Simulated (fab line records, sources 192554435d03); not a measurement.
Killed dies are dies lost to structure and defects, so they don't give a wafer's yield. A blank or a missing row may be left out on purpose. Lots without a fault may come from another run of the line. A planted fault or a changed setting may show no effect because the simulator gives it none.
Chamber matching | flow n5_finfet | N5_BEOL_M1_ETCH_64 on rie_diel-02: 4 sister chambers
The step etches SOC in N2/H2, target depth 75 nm, overetch 15 nm, time 112.5 s. 16 wafers are shown with their chamber, then 8 later ones without.

WAFERS WITH THEIR CHAMBER
wafer  | chamber | drypump_motor_current_A (A) | showerhead_plenum_p_Torr (Torr) | throttle_valve_pct (%)
L077.1 | 1       | 5.2                         | 2.42                            | 18.1
L077.5 | 1       | 5.2                         | 2.42                            | 18.1
L077.6 | 0       | 5.6                         | 2.49                            | 17.5
L078.1 | 1       | 5.2                         | 2.42                            | 18.1
L078.3 | 0       | 5.6                         | 2.49                            | 17.5
L078.6 | 0       | 5.6                         | 2.49                            | 17.5
L080.3 | 1       | 5.2                         | 2.41                            | 18.1
L080.4 | 1       | 5.2                         | 2.41                            | 18.1
L080.5 | 0       | 5.6                         | 2.49                            | 17.5
L084.2 | 3       | 6.2                         | 2.42                            | 18.1
L084.4 | 2       | 6.4                         | 2.49                            | 17.7
L084.6 | 1       | 5.2                         | 2.41                            | 18.2
L091.2 | 2       | 6.4                         | 2.49                            | 17.8
L091.4 | 2       | 6.5                         | 2.49                            | 17.8
L091.6 | 0       | 5.6                         | 2.48                            | 17.5
L094.2 | 0       | 5.6                         | 2.48                            | 17.6

SIGNATURES (means of the wafers above)
reading                  | chamber 0 | chamber 1 | chamber 2 | chamber 3 | scatter within a chamber
drypump_motor_current_A  | 5.600     | 5.200     | 6.433     | 6.200     | 0.0236
showerhead_plenum_p_Torr | 2.4867    | 2.4150    | 2.4900    | 2.4200    | 0.00486
throttle_valve_pct       | 17.517    | 18.117    | 17.767    | 18.100    | 0.0441
Rule: a wafer's distance from a chamber is the root of the sum, over the readings, of the square of ((its reading less the chamber's mean) divided by the reading's scatter). The wafer belongs to the nearest chamber; if the next one is less than 2 further off, it can't be placed. The scatter: the root of (the sum of the squares of (reading less its chamber's mean) over the shown wafers, divided by (wafers less chambers)).

WAFERS WITHOUT THEIR CHAMBER
wafer  | drypump_motor_current_A (A) | showerhead_plenum_p_Torr (Torr) | throttle_valve_pct (%)
L094.3 | 6.4                         | 2.49                            | 17.8
L094.6 | 6.4                         | 2.49                            | 17.7
L096.1 | 6.2                         | 2.41                            | 18.1
L096.3 | 5.6                         | 2.48                            | 17.6
L096.5 | 6.2                         | 2.41                            | 18.1
L097.1 | 6.4                         | 2.48                            | 17.8
L097.2 | 5.6                         | 2.47                            | 17.6
L097.3 | 5.2                         | 2.40                            | 18.2

WHICH CHAMBER EACH WENT THROUGH
wafer  | from the rows above | in truth
L094.3 | 2                   | 2
L094.6 | 2                   | 2
L096.1 | 3                   | 3
L096.3 | 0                   | 0
L096.5 | 3                   | 3
L097.1 | 2                   | 2
L097.2 | 0                   | 0
L097.3 | 1                   | 1
Placed correctly: 8 of 8. Can't be placed from these rows: 0. Placed wrongly: 0.
